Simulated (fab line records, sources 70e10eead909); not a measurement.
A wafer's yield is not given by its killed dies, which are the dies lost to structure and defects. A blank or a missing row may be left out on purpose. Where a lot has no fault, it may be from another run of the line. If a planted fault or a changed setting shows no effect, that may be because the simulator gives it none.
fab line records	flow nandHarc
record: lots: 6	wafers: 18	lastDay: 33
route steps=1302 shown P_M0@280 P_M1@285 END@1302
lots that met no fault: taken from a fault-free run of the same line
startH: hours from the record's opening day to when the first of the lot's shown wafers began	waitH: hours elapsed since this lot's preceding step	" repeats the value in the row above	L1.1+2: several wafers, shown together as one row	- no value, or no start given	* or withheld: withheld	< > ~ a bound
route shown NAME@n: names a module that has steps shown in the file, with the first one's number in the route	usual: average and standard deviation across the fault-free wafers	same: alike in all rows	chamber/n: place in a boat	sites: readings site by site	_std_site: their standard deviation	_edge_site: outer sites' mean less inner sites'	radiusMm: how far each site lies from the wafer's centre	mask NAME#n: copy n	behind: the last tool/chamber to shape the wafer	hold: cause of the lot's hold/its duration in hours/its outcome	device: the transistor (n, p or np) that didn't switch	end of line: tests run on the same wafers once the route is complete	a step without rows: its recipe alone	killed: not the wafer's yield, but the dies lost to structure and defects at the first sort	map: dies across one wafer; x = killed, . = not, _ = none there
set.NAME: the run value of the setting; set.NAME@STEP: its run value at that earlier step	model.NAME: the simulator's own value behind a step, which no gauge read
a table for each step, a row for each wafer; lots at some steps of the route
services: a tool's chamber out of use, with start hour (startH, from the record's first day; less than 0 if before it), hours out, and reason
== steps ==
step: NHARC_P_M0_SRD_25
step: NHARC_P_M0_INSPECT_27
usual: rawDefectCount: 326/140
lot.wafer	tool	chamber	startH	waitH	rawDefectCount
L320.1	defectInspect-01	-	124.09	0.0	502
L320.2	"	-	"	"	470
L320.3	"	-	"	"	420
L324.2	defectInspect-01	-	163.25	0.0	456
L324.5	"	-	"	"	285
L324.6	"	-	"	"	339
L332.1	defectInspect-01	-	241.18	0.0	318
L332.2	"	-	"	"	358
L332.5	"	-	"	"	312
L337.1	defectInspect-01	-	299.80	0.0	404
L337.2	"	-	"	"	273
L337.5	"	-	"	"	407
L339.1	defectInspect-02	-	309.78	0.0	675
L339.3	"	-	"	"	848
L339.4	"	-	"	"	300
L341.1	defectInspect-01	-	335.76	0.0	314
L341.3	"	-	"	"	656
L341.5	"	-	"	"	563
step: NHARC_P_M0_PRE_CLEAN_31
recipe: timeS: 12	tempC: 370	rfPowerW: 300	gas: NH3
usual: heaterPowerW: 620/67
lot.wafer	tool	chamber	startH	waitH	heaterPowerW
L320.2	pecvd-01	0	124.16	0.1	631
L320.3	"	1	"	"	715
L320.1	"	2	"	"	607
L324.2	pecvd-01	0	163.33	0.1	565
L324.5	"	2	"	"	560
L324.6	"	0	"	"	561
L332.2	pecvd-03	1	241.24	0.1	585
L332.1	"	2	"	"	687
L332.5	"	2	"	"	665
L337.1	pecvd-02	0	299.87	0.1	589
L337.2	"	2	"	"	536
L337.5	"	1	"	"	558
L339.3	pecvd-03	1	309.85	0.1	688
L339.1	"	0	"	"	580
L339.4	"	2	"	"	693
L341.3	pecvd-01	1	335.83	0.1	726
L341.1	"	0	"	"	654
L341.5	"	2	"	"	514
step: NHARC_P_M0_DEP_32
recipe: targetThkA: 300	tempC: 370	targetThkNm: 30	pressureTorr: 3	flowSccm: 200	rfW: 450	material: SiCN
usual: heaterPowerW: 572/77
lot.wafer	tool	chamber	startH	waitH	heaterPowerW
L320.2	pecvd-01	0	124.24	0.1	554
L320.3	"	1	"	"	583
L320.1	"	2	"	"	510
L324.2	pecvd-01	0	163.44	0.1	590
L324.5	"	2	"	"	500
L324.6	"	0	"	"	601
L332.2	pecvd-03	1	241.32	0.1	597
L332.1	"	2	"	"	724
L332.5	"	2	"	"	729
L337.1	pecvd-02	0	299.95	0.1	511
L337.2	"	2	"	"	534
L337.5	"	1	"	"	500
L339.3	pecvd-03	1	309.92	0.1	595
L339.1	"	0	"	"	634
L339.4	"	2	"	"	713
L341.3	pecvd-01	1	335.91	0.1	598
L341.1	"	0	"	"	521
L341.5	"	2	"	"	506
step: NHARC_P_M1_DEP_00
recipe: targetThkA: 1825	targetThkNm: 182.5	tempC: withheld	pressureTorr: 5	flowSccm: 200	rfW: 600	material: SiOC
step: NHARC_P_M1_DEHYDRATE_01
recipe: tempC: 150	timeS: 120
step: NHARC_P_M1_HMDS_02
recipe: timeS: 30
step: NHARC_P_M1_COAT_34
recipe: tempC: 200	timeS: 65
step: NHARC_P_M1_COAT_03
recipe: spinRpm: 1500	resistThkNm: 90
step: NHARC_P_M1_SOFTBAKE_04
recipe: tempC: 105	timeS: 55
step: NHARC_P_M1_EBR_05
step: NHARC_P_M1_EXPOSE_06
recipe: na: 1.35	targetCdNm: 130	doseMj: 81.88	maskId: P_M1
usual: exposureDoseMJCm2: 81.77/0.076	focusOffsetNm: 0.0/0.53	stageVelMmS: 499.98/0.26
lot.wafer	tool	chamber	startH	waitH	mask	exposureDoseMJCm2	focusOffsetNm	stageVelMmS
L320.1	arfiScanner-01	0	125.22	-	P_M1#0	81.84	0.3	500.01
L320.2	"	0	"	"	P_M1#0	81.90	-0.3	499.65
L320.3	"	0	"	"	P_M1#0	81.91	0.6	499.58
L324.2	arfiScanner-03	0	164.51	-	P_M1#0	81.77	-0.1	500.16
L324.5	"	0	"	"	P_M1#0	81.76	1.2	500.21
L324.6	"	0	"	"	P_M1#0	81.84	-0.3	499.95
L332.1	arfiScanner-01	0	242.45	-	P_M1#0	78.20	-0.2	500.00
L332.2	"	0	"	"	P_M1#0	78.20	-0.3	499.80
L332.5	"	0	"	"	P_M1#0	78.31	0.5	499.94
L337.1	arfiScanner-01	0	301.05	-	P_M1#0	78.95	-0.1	499.65
L337.2	"	0	"	"	P_M1#0	78.96	0.0	499.88
L337.5	"	0	"	"	P_M1#0	79.07	-0.2	499.73
L339.1	arfiScanner-03	0	310.90	-	P_M1#0	81.62	-0.7	500.40
L339.3	"	0	"	"	P_M1#0	81.69	-0.2	500.33
L339.4	"	0	"	"	P_M1#0	81.78	-0.5	500.04
L341.1	arfiScanner-02	0	336.88	-	P_M1#0	81.70	-0.2	499.64
L341.3	"	0	"	"	P_M1#0	81.68	-0.3	499.76
L341.5	"	0	"	"	P_M1#0	81.80	0.6	500.06
step: NHARC_P_M1_PEB_07
recipe: pebTempC: 100	pebTimeS: 65
step: NHARC_P_M1_DEVELOP_08
recipe: developTimeS: 35	devTempC: 23
step: NHARC_P_M1_CD_MEAS_09
recipe: targetCdNm: 130	landingEnergyEv: 500
usual: cdNm: 130.0/0.43
lot.wafer	tool	chamber	startH	waitH	cdNm
L320.1	cdSem-01	0	125.36	-	128.9
L320.2	"	0	"	"	130.1
L320.3	"	0	"	"	129.6
L324.2	cdSem-01	0	164.65	-	130.3
L324.5	"	0	"	"	130.2
L324.6	"	0	"	"	130.3
L332.1	cdSem-02	0	242.59	-	127.7
L332.2	"	0	"	"	128.3
L332.5	"	0	"	"	128.2
L337.1	cdSem-03	0	301.19	-	128.1
L337.2	"	0	"	"	128.3
L337.5	"	0	"	"	128.4
L339.1	cdSem-02	0	311.04	-	130.1
L339.3	"	0	"	"	130.0
L339.4	"	0	"	"	130.2
L341.1	cdSem-01	0	337.02	-	129.8
L341.3	"	0	"	"	130.0
L341.5	"	0	"	"	130.3
step: NHARC_P_M1_OVL_MEAS_10
recipe: pitchNm: 260
usual: overlayXNm: 0.1/0.76	overlayYNm: -0.1/0.74
lot.wafer	tool	chamber	startH	waitH	overlayXNm	overlayYNm
L320.1	overlay-01	-	125.45	-	-0.1	-0.3
L320.2	"	-	"	"	-0.1	-0.6
L320.3	"	-	"	"	0.0	-0.4
L324.2	overlay-01	-	164.73	-	0.5	-0.9
L324.5	"	-	"	"	0.5	-0.8
L324.6	"	-	"	"	0.9	-0.6
L332.1	overlay-01	-	242.68	-	0.8	0.3
L332.2	"	-	"	"	0.9	0.0
L332.5	"	-	"	"	1.7	0.0
L337.1	overlay-01	-	301.28	-	0.8	-1.0
L337.2	"	-	"	"	0.5	-1.5
L337.5	"	-	"	"	0.9	-1.0
L339.1	overlay-01	-	311.13	-	0.0	0.1
L339.3	"	-	"	"	-0.8	0.1
L339.4	"	-	"	"	-0.1	0.2
L341.1	overlay-01	-	337.11	-	0.5	0.2
L341.3	"	-	"	"	1.1	0.5
L341.5	"	-	"	"	0.6	0.0
step: NHARC_P_M1_INSPECT_11
usual: rawDefectCount: 4.2/2.3
lot.wafer	tool	chamber	startH	waitH	rawDefectCount
L320.1	defectInspect-02	-	125.49	0.0	2
L320.2	"	-	"	"	6
L320.3	"	-	"	"	3
L324.2	defectInspect-01	-	164.77	0.0	5
L324.5	"	-	"	"	8
L324.6	"	-	"	"	8
L332.1	defectInspect-01	-	242.72	0.0	5
L332.2	"	-	"	"	7
L332.5	"	-	"	"	11
L337.1	defectInspect-01	-	301.32	0.0	6
L337.2	"	-	"	"	7
L337.5	"	-	"	"	5
L339.1	defectInspect-01	-	311.17	0.0	6
L339.3	"	-	"	"	8
L339.4	"	-	"	"	5
L341.1	defectInspect-02	-	337.14	0.0	1
L341.3	"	-	"	"	2
L341.5	"	-	"	"	5
step: NHARC_P_M1_DESCUM_14
recipe: timeS: 3	o2FlowSccm: 200	arFlowSccm: 0	biasPowerW: 0	chemistry: O2
usual: drypumpMotorCurrentA: 5.7/0.52	o2FlowSccm: 199.9/0.63	oesProductAu: 0.999/0.0082	rfVppV: 57.7/0.84	showerheadPlenumPTorr: 1.88/0.095	throttleValvePct: 11.311/0.0095
lot.wafer	tool	chamber	startH	waitH	drypumpMotorCurrentA	o2FlowSccm	oesProductAu	rfHoursCounterH	rfVppV	showerheadPlenumPTorr	throttleValvePct	model.P_M1.cdNm
L320.2	rieDiel-06	3	125.56	0.1	5.6	199.1	0.999	45	57.1	1.83	11.319	129.7
L320.1	"	0	"	"	5.2	199.2	0.988	53	55.6	1.83	11.311	129.6
L320.3	"	1	"	"	6.3	199.7	0.993	60	57.8	1.85	11.306	129.3
L324.2	rieDiel-10	3	164.84	0.1	6.3	199.5	0.998	4	55.7	1.78	11.324	130.5
L324.5	"	2	"	"	5.7	200.1	1.019	-	56.3	1.79	11.318	130.5
L324.6	"	3	"	"	6.3	199.9	0.980	-	55.9	1.78	11.312	130.2
L332.1	rieDiel-06	3	242.81	0.1	5.7	198.6	0.995	33	56.3	1.82	11.322	127.1
L332.2	"	0	"	"	5.3	199.7	0.995	35	58.2	1.82	11.291	128.1
L332.5	"	3	"	"	5.7	198.8	1.008	-	56.6	1.82	11.309	127.2
L337.2	rieDiel-10	0	301.40	0.1	6.6	199.8	1.006	3	57.2	1.82	11.330	128
L337.1	"	1	"	"	5.2	200.0	0.999	3	57.5	1.98	11.313	128
L337.5	"	2	"	"	5.7	200.5	0.995	-	57.4	1.79	11.306	128
L339.3	rieDiel-05	0	311.23	0.1	4.9	199.8	0.981	5	59.5	2.04	11.330	130
L339.4	"	1	"	"	5.2	199.0	0.992	5	55.8	1.77	11.307	130.5
L339.1	"	3	"	"	5.8	199.1	0.998	6	57.2	1.90	11.311	130.3
L341.1	rieDiel-05	2	337.20	0.1	5.7	200.5	1.006	7	57.5	1.94	11.304	129.6
L341.3	"	0	"	"	4.9	200.3	0.992	7	58.3	2.04	11.307	129.9
L341.5	"	2	"	"	5.7	200.2	1.007	-	58.3	1.94	11.312	130.1
step: NHARC_P_M1_ETCH_35
recipe: targetDepthA: 400	overetchA: 120	timeS: 43.94	ionEnergyEv: 200	n2FlowSccm: 150	h2FlowSccm: 150	arFlowSccm: 0	rfW: 400	biasW: 150	chemistry: N2/H2
usual: drypumpMotorCurrentA: 5.7/0.52	oesProductAu: 1.000/0.0081	rfVppV: 429.3/3	showerheadPlenumPTorr: 2.00/0.1	throttleValvePct: 14.171/0.0086
lot.wafer	tool	chamber	startH	waitH	drypumpMotorCurrentA	oesProductAu	rfHoursCounterH	rfVppV	showerheadPlenumPTorr	throttleValvePct
L320.1	rieDiel-06	1	125.64	0.1	6.3	1.003	60	428.6	1.98	14.178
L320.3	"	2	"	"	6.1	1.003	61	434.3	2.20	14.164
L320.2	"	3	"	"	5.7	1.005	45	430.8	1.95	14.177
L324.2	rieDiel-10	1	164.93	0.1	5.2	0.998	5	432.6	2.12	14.186
L324.6	"	2	"	"	5.8	0.996	-	428.0	1.90	14.164
L324.5	"	3	"	"	6.3	0.991	-	427.3	1.90	14.186
L332.2	rieDiel-06	1	242.98	0.2	6.3	0.999	37	428.0	1.96	14.171
L332.1	"	2	"	"	6.2	1.011	35	436.1	2.18	14.172
L332.5	"	0	"	"	5.2	1.004	-	427.9	1.94	14.183
L337.1	rieDiel-10	0	301.47	0.1	6.6	1.002	3	426.8	1.94	14.187
L337.2	"	2	"	"	5.8	0.999	2	425.3	1.90	14.178
L337.5	"	3	"	"	6.3	1.012	-	425.3	1.90	14.160
L339.3	rieDiel-05	0	311.32	0.1	4.9	1.000	5	433.3	2.18	14.156
L339.1	"	1	"	"	5.2	1.003	5	425.9	1.88	14.167
L339.4	"	2	"	"	5.7	1.006	5	431.3	2.07	14.178
L341.1	rieDiel-05	2	337.29	0.1	5.7	1.009	7	431.3	2.07	14.174
L341.3	"	3	"	"	5.8	1.006	7	429.5	2.02	14.176
L341.5	"	1	"	"	5.2	1.008	-	425.6	1.88	14.177
step: NHARC_P_M1_ETCH_15
recipe: targetDepthA: 1825	timeS: 91.2	c4f8FlowSccm: withheld	arFlowSccm: 400	rfW: 600	biasW: 300	chemistry: C4F8/Ar
usual: oesProductAu: 0.952/0.023	rfVppV: 439.8/3
lot.wafer	tool	chamber	startH	waitH	oesProductAu	rfHoursCounterH	rfVppV
L320.3	rieDiel-06	2	-	-	0.929	61	445.8
L320.1	"	3	"	"	0.927	45	437.9
L320.2	"	1	"	"	0.931	61	440.3
L324.2	rieDiel-10	1	-	-	0.907	5	440.6
L324.6	"	0	"	"	0.918	-	439.8
L324.5	"	1	"	"	0.918	-	443.9
L332.2	rieDiel-06	3	-	-	0.939	34	437.7
L332.1	"	2	"	"	0.921	36	444.8
L332.5	"	0	"	"	0.923	-	437.8
L337.1	rieDiel-10	3	-	-	0.928	3	436.6
L337.2	"	0	"	"	0.920	3	437.8
L337.5	"	3	"	"	0.918	-	436.7
L339.1	rieDiel-05	3	-	-	0.979	6	439.1
L339.4	"	0	"	"	0.962	5	444.8
L339.3	"	1	"	"	0.965	5	437.2
L341.1	rieDiel-05	2	-	-	0.927	7	441.5
L341.3	"	3	"	"	0.926	7	439.0
L341.5	"	3	"	"	0.932	-	439.6
step: NHARC_P_M1_CD_MEAS_16
usual: cdNm: 129.9/0.55
lot.wafer	tool	chamber	startH	waitH	cdNm
L320.1	cdSem-02	-	125.85	-	129.2
L320.2	"	-	"	"	128.9
L320.3	"	-	"	"	129.1
L324.2	cdSem-03	-	165.14	-	130.5
L324.5	"	-	"	"	130.5
L324.6	"	-	"	"	130.3
L332.1	cdSem-03	-	243.33	-	126.7
L332.2	"	-	"	"	128.3
L332.5	"	-	"	"	126.9
L337.1	cdSem-02	-	301.69	-	127.9
L337.2	"	-	"	"	127.7
L337.5	"	-	"	"	127.6
L339.1	cdSem-03	-	311.53	-	129.9
L339.3	"	-	"	"	130.1
L339.4	"	-	"	"	130.0
L341.1	cdSem-01	-	337.51	-	130.1
L341.3	"	-	"	"	130.0
L341.5	"	-	"	"	130.2
step: NHARC_P_M1_STRIP_18
recipe: powerW: 1000	n2FlowSccm: 150	h2FlowSccm: 150	arFlowSccm: 0	biasW: 0	chemistry: N2/H2
usual: drypumpMotorCurrentA: 5.7/0.5	oesProductAu: 1.000/0.0074	rfVppV: 90.4/1	showerheadPlenumPTorr: 2.00/0.1	throttleValvePct: 14.171/0.009
lot.wafer	tool	chamber	startH	waitH	drypumpMotorCurrentA	oesProductAu	rfHoursCounterH	rfVppV	showerheadPlenumPTorr	throttleValvePct
L320.1	rieDiel-10	1	125.93	0.1	5.2	0.995	3	92.0	2.12	14.166
L320.3	"	2	"	"	5.8	1.000	3	90.0	1.90	14.163
L320.2	"	0	"	"	6.6	0.996	3	90.2	1.94	14.156
L324.2	rieDiel-05	0	165.21	0.1	5.0	1.004	8	91.8	2.18	14.174
L324.5	"	0	"	"	5.0	1.017	-	91.7	2.18	14.187
L324.6	"	1	"	"	5.2	1.003	-	90.0	1.89	14.168
L332.1	rieDiel-05	0	243.40	0.1	5.0	0.985	1	92.8	2.18	14.181
L332.2	"	2	"	"	5.6	0.992	1	90.4	2.07	14.161
L332.5	"	0	"	"	5.0	0.993	-	91.7	2.18	14.161
L337.1	rieDiel-05	2	301.76	0.1	5.7	1.001	5	91.3	2.07	14.168
L337.2	"	3	"	"	5.8	0.992	5	91.2	2.02	14.163
L337.5	"	3	"	"	5.8	1.002	-	91.4	2.02	14.182
L339.4	rieDiel-10	1	311.61	0.1	5.2	0.989	3	89.8	2.12	14.161
L339.1	"	3	"	"	6.3	1.001	3	90.0	1.90	14.176
L339.3	"	0	"	"	6.6	0.994	3	88.8	1.94	14.166
L341.3	rieDiel-10	0	337.58	0.1	6.6	0.995	6	90.3	1.94	14.164
L341.1	"	1	"	"	5.2	0.993	5	90.7	2.12	14.185
L341.5	"	2	"	"	5.8	0.993	-	88.6	1.90	14.170
step: NHARC_P_M1_ETCH_28
recipe: targetDepthA: 300	overEtchFrac: 0.3	timeS: 72.99	ionEnergyEv: 150	cf4FlowSccm: 50	n2FlowSccm: 100	arFlowSccm: 150	rfW: 300	biasW: 100	chemistry: CF4/N2
usual: drypumpMotorCurrentA: 5.7/0.51	oesProductAu: 0.999/0.0085	rfVppV: 313.4/2.4	showerheadPlenumPTorr: 2.58/0.13	throttleValvePct: 19.794/0.0082
lot.wafer	tool	chamber	startH	waitH	drypumpMotorCurrentA	oesProductAu	rfHoursCounterH	rfVppV	showerheadPlenumPTorr	throttleValvePct	model.P_M1.cdNm
L320.2	rieDiel-10	1	-	-	5.2	1.013	3	316.2	2.72	19.792	129.2
L320.3	"	2	"	"	5.8	0.999	3	310.8	2.47	19.804	129.7
L320.1	"	0	"	"	6.6	1.016	3	312.7	2.51	19.791	129.6
L324.2	rieDiel-05	2	-	-	5.7	0.992	9	314.5	2.66	19.798	130.6
L324.5	"	1	"	"	5.2	0.998	-	311.1	2.44	19.803	130.4
L324.6	"	2	"	"	5.7	1.013	-	314.1	2.66	19.802	129.8
L332.2	rieDiel-05	2	-	-	5.7	1.003	1	315.3	2.66	19.794	128.2
L332.1	"	3	"	"	5.8	0.996	1	314.3	2.61	19.781	127.2
L332.5	"	1	"	"	5.2	1.011	-	311.3	2.44	19.792	127.5
L337.2	rieDiel-05	0	-	-	4.9	0.997	5	316.6	2.79	19.803	128.3
L337.1	"	1	"	"	5.3	1.014	5	311.7	2.44	19.792	128.5
L337.5	"	0	"	"	4.9	0.992	-	318.4	2.79	19.806	128.1
L339.1	rieDiel-10	1	-	-	5.2	1.004	3	315.5	2.72	19.810	129.9
L339.4	"	3	"	"	6.3	1.006	3	311.5	2.46	19.798	130.6
L339.3	"	0	"	"	6.6	0.999	3	310.3	2.50	19.797	129.8
L341.3	rieDiel-10	1	-	-	5.2	0.989	6	315.5	2.72	19.784	129.2
L341.1	"	2	"	"	5.8	0.982	5	311.1	2.46	19.794	130
L341.5	"	2	"	"	5.8	0.979	-	311.8	2.46	19.792	130.5
step: NHARC_P_M1_STRIP_19
recipe: timeS: 600	tempC: 30	chemistry: postEtchResidueRemover
step: NHARC_END_SORT_01
recipe: tempC: 25
usual: defectLimitedYield: 91.7/2.8	killedAtArray: 52/19	killedAtOther: 0.8/1	killedAtPeriphery: 3.7/2.5	killedDies: 56/19	killedOpen: 3.5/2	killedShort: 2.2/1.4	sort_bin_2_pct: 2.9/1.2	sort_bin_3_pct: 0.6/0.36	sort_bin_4_pct: 4.8/1.6	sortNPass: 621/19	sortRimYieldPct: 92/3.9	sortYieldPct: 91.7/2.8
same: grossDies: 677	sort_bin_5_pct[%]: 0	sort_bin_6_pct[%]: 0	sort_bin_7_pct[%]: 0	sort_bin_8_pct[%]: 0	sortRimNGross: 106.00
lot.wafer	tool	chamber	startH	waitH	defectLimitedYield[%]	killedAtArray	killedAtOther	killedAtPeriphery	killedDies	killedOpen	killedShort	sort_bin_2_pct[%]	sort_bin_3_pct[%]	sort_bin_4_pct[%]	sortNPass	sortRimYieldPct[%]	sortYieldPct[%]
L324.2	prober-02	0	606.02	2.8	92.5	45	1	5	51	2	4	2.1	0.6	4.9	626	96	92.5
L324.5	prober-02	0	608.39	3.7	91.4	48	3	7	58	4	0	2.5	0.7	5.3	619	93	91.4
L324.6	prober-02	0	609.18	4.0	91.7	50	0	6	56	3	1	3.5	0.6	4.1	621	97	91.7
L332.1	prober-02	0	691.62	2.5	87.7	76	2	5	83	7	3	4.4	0.4	7.4	594	88	87.7
L332.2	prober-02	0	692.41	2.8	86.9	85	1	3	89	2	2	6.6	0.7	5.8	588	92	86.9
L332.5	prober-02	0	694.80	3.7	87.3	81	0	5	86	2	1	4.4	1.3	6.9	591	90	87.3
L337.1	prober-02	0	740.22	2.5	91.1	54	2	4	60	1	2	4.0	0.3	4.6	617	91	91.1
L337.2	prober-02	0	741.03	2.8	91.7	45	4	7	56	0	0	3.0	0.4	4.9	621	95	91.7
L337.5	prober-02	0	743.44	3.7	90.7	60	0	3	63	1	4	3.5	0.4	5.3	614	95	90.7
killed by level:class
L324.2 A_SLIT:chamberFilmFlake=26 A_CHANNEL_HOLE_D2:chamberFilmFlake=7 A_CONTACT:chamberFilmFlake=7 P_GATE:chamberFilmFlake=4 A_CHANNEL_FILL_D2:geometricParticle:short=2 P_M0:geometricParticle:short=1 A_CHANNEL_FILL_D1:geometricParticle:open=1 A_CHANNEL_HOLE_D2:geometricParticle:short=1
L324.5 A_SLIT:chamberFilmFlake=24 A_CHANNEL_HOLE_D2:chamberFilmFlake=12 A_CONTACT:chamberFilmFlake=6 P_GATE:chamberFilmFlake=5 THIN_TSV:chamberFilmFlake=3 P_STI:chamberFilmFlake=2 A_CHANNEL_HOLE_D1:chamberFilmFlake=2 A_SOURCE_PLATE:geometricParticle:open=1
L324.6 A_SLIT:chamberFilmFlake=30 A_CHANNEL_HOLE_D2:chamberFilmFlake=7 A_CONTACT:chamberFilmFlake=5 P_STI:chamberFilmFlake=4 P_GATE:chamberFilmFlake=2 A_CHANNEL_HOLE_D1:chamberFilmFlake=2 A_CHANNEL_FILL_D1:geometricParticle:open=1 A_ONON_D2:geometricParticle:open=1
L332.1 A_SLIT:chamberFilmFlake=31 A_CHANNEL_HOLE_D2:chamberFilmFlake=16 A_CHANNEL_HOLE_D1:chamberFilmFlake=11 A_STAIRCASE:chamberFilmFlake=4 A_CONTACT:chamberFilmFlake=3 A_CHANNEL_FILL_D1:geometricParticle:short=2 A_CHANNEL_FILL_D1:geometricParticle:open=2 P_GATE:chamberFilmFlake=2
L332.2 A_CHANNEL_HOLE_D1:chamberFilmFlake=33 A_SLIT:chamberFilmFlake=25 A_CHANNEL_HOLE_D2:chamberFilmFlake=15 A_STAIRCASE:chamberFilmFlake=7 P_M2:geometricParticle:short=1 A_ONON_D2:geometricParticle:open=1 A_WL_FILL:geometricParticle:open=1 A_M0:geometricParticle:short=1
L332.5 A_SLIT:chamberFilmFlake=39 A_CHANNEL_HOLE_D1:chamberFilmFlake=16 A_CHANNEL_HOLE_D2:chamberFilmFlake=12 A_STAIRCASE:chamberFilmFlake=9 P_ZERO_WELL:chamberFilmFlake=3 A_WL_FILL:chamberFilmFlake=2 P_M1:geometricParticle:open=1 A_CHANNEL_FILL_D2:geometricParticle:open=1
L337.1 A_CHANNEL_HOLE_D2:chamberFilmFlake=31 A_SLIT:chamberFilmFlake=7 A_CHANNEL_HOLE_D1:chamberFilmFlake=4 A_DECK1_JOINT:chamberFilmFlake=3 A_CONTACT:chamberFilmFlake=3 P_CONTACT:chamberFilmFlake=2 A_CHANNEL_FILL_D1:chamberFilmFlake=2 THIN_TSV:chamberFilmFlake=2
L337.2 A_CHANNEL_HOLE_D2:chamberFilmFlake=19 A_CHANNEL_HOLE_D1:chamberFilmFlake=12 A_CONTACT:chamberFilmFlake=5 P_STI:chamberFilmFlake=4 THIN_TSV:chamberFilmFlake=4 A_CHANNEL_FILL_D1:chamberFilmFlake=2 A_DECK1_JOINT:chamberFilmFlake=2 A_SLIT:chamberFilmFlake=2
L337.5 A_CHANNEL_HOLE_D2:chamberFilmFlake=29 A_CHANNEL_HOLE_D1:chamberFilmFlake=8 A_CONTACT:chamberFilmFlake=7 A_SLIT:chamberFilmFlake=4 A_ZERO_WELL:chamberFilmFlake=3 P_ZERO_WELL:chamberFilmFlake=2 A_ONON_D1:geometricParticle:short=1 A_DECK1_JOINT:geometricParticle:short=1
== services ==
tool	chamber	startH	hours	kind
rieDiel-06	3	102.67	15.2	repair
rieDiel-10	3	119.75	8.5	repair
rieDiel-06	-	130.20	9.0	pm
pecvd-01	-	130.36	13.0	pm
pecvd-03	-	146.65	1.3	repair
pecvd-01	-	148.28	1.9	repair
pecvd-01	-	157.65	0.9	repair
arfiScanner-01	-	164.31	0.5	repair
rieDiel-06	-	168.56	0.6	repair
pecvd-03	-	185.13	13.0	pm
rieDiel-05	1	217.61	2.8	repair
rieDiel-05	-	229.66	9.0	pm
rieDiel-10	-	233.80	0.4	repair
rieDiel-05	-	240.70	0.8	repair
rieDiel-10	-	242.60	9.0	pm
arfiScanner-01	-	252.00	4.0	pm
rieDiel-06	1	260.18	18.7	repair
rieDiel-06	-	260.32	0.3	repair
pecvd-03	1	275.86	7.8	repair
arfiScanner-01	-	285.44	10.8	repair
rieDiel-06	-	307.20	9.0	pm
pecvd-01	-	311.36	13.0	pm
pecvd-03	0	327.13	10.3	repair
rieDiel-10	3	336.75	24.6	repair
== key ==
firstSign: step: NHARC_P_M1_EXPOSE_06	reading: exposureDoseMJCm2	direction: down	sigmas: 41	usual: 81.77	struck: 78.61
effect: step: NHARC_P_M1_CD_MEAS_09	reading: cdNm	direction: down	sigmas: 4.2	usual: 130.0	struck: 128.2	through: controlLoop
effect: step: NHARC_P_M1_CD_MEAS_16	reading: cdNm	direction: down	sigmas: 4.3	usual: 129.9	struck: 127.5	through: controlLoop
modelEffect: step: NHARC_P_M1_DESCUM_14	value: P_M1.cdNm	without: 130.1	struck: 127.7
modelEffect: step: NHARC_P_M1_ETCH_28	value: P_M1.cdNm	without: 130.4	struck: 128
metAt NHARC_P_M1_EXPOSE_06
struckWafers L332.1,L332.2,L332.5,L337.1,L337.2,L337.5
loopTrim: step: NHARC_P_M1_EXPOSE_06	setting: dose	lots: L337
onsetBetween 125.22 242.45
fault: kind: processParameterDrift	tool: arfiScanner-01	chamber: -	onsetH: 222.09	steps: NHARC_P_M1_EXPOSE_06	channel: doseMj	offset: -3.5658	shape: step	actsIn: theseRecipesOnly	stated: 81.88
loopTrim: a control loop set the setting to another value than it would have without faults
